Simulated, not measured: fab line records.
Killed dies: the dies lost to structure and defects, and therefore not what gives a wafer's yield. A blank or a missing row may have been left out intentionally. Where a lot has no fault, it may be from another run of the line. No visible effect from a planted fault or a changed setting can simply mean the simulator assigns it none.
Chamber matching || flow nand-harc || NHARC_A_CONTACT_ETCH_91 on rie-diel-10: 4 sister chambers
The step etches the open film in CH3F/O2, target depth 40 nm, time 85.7 s. 4 wafers are shown with their chamber, then 8 later ones without.

WAFERS, EACH WITH ITS CHAMBER
{"wafer": "L415.5", "chamber": 3, "showerhead-plenum-p-Torr (Torr)": 2.33}
{"wafer": "L419.3", "chamber": 2, "showerhead-plenum-p-Torr (Torr)": 2.31}
{"wafer": "L419.6", "chamber": 0, "showerhead-plenum-p-Torr (Torr)": 2.58}
{"wafer": "L418.3", "chamber": 1, "showerhead-plenum-p-Torr (Torr)": 2.51}

WAFERS WITH NO CHAMBER GIVEN
{"wafer": "L418.5", "showerhead-plenum-p-Torr (Torr)": 2.51}
{"wafer": "L418.6", "showerhead-plenum-p-Torr (Torr)": 2.58}
{"wafer": "L420.3", "showerhead-plenum-p-Torr (Torr)": 2.51}
{"wafer": "L420.4", "showerhead-plenum-p-Torr (Torr)": 2.58}
{"wafer": "L420.6", "showerhead-plenum-p-Torr (Torr)": 2.32}
{"wafer": "L425.4", "showerhead-plenum-p-Torr (Torr)": 2.51}
{"wafer": "L425.5", "showerhead-plenum-p-Torr (Torr)": 2.51}
{"wafer": "L425.6", "showerhead-plenum-p-Torr (Torr)": 2.58}

WHICH CHAMBER EACH ONE RAN IN
{"wafer": "L418.5", "from the rows above": 1, "in truth": 1}
{"wafer": "L418.6", "from the rows above": 0, "in truth": 0}
{"wafer": "L420.3", "from the rows above": 1, "in truth": 1}
{"wafer": "L420.4", "from the rows above": 0, "in truth": 0}
{"wafer": "L420.6", "from the rows above": "can't be placed: 2 or 3", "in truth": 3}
{"wafer": "L425.4", "from the rows above": 1, "in truth": 1}
{"wafer": "L425.5", "from the rows above": 1, "in truth": 1}
{"wafer": "L425.6", "from the rows above": 0, "in truth": 0}
Placed correctly: 7 of 8. From these rows, 1 cannot be placed; in 1 the true chamber is one of the candidates. Wrongly placed: 0.
How it was worked out, from the rows above alone: a wafer's distance from a chamber is the root of the sum, over the readings, of the square of ((its reading less the chamber's mean) divided by the reading's scatter). The wafer belongs to the nearest chamber; if the next one is less than 2 further off, it can't be placed. The mean given for a chamber averages the wafers shown for that chamber. The scatter: with one shown wafer a chamber, the root of the mean of the squares of how far each hidden wafer lies from its nearest shown one.
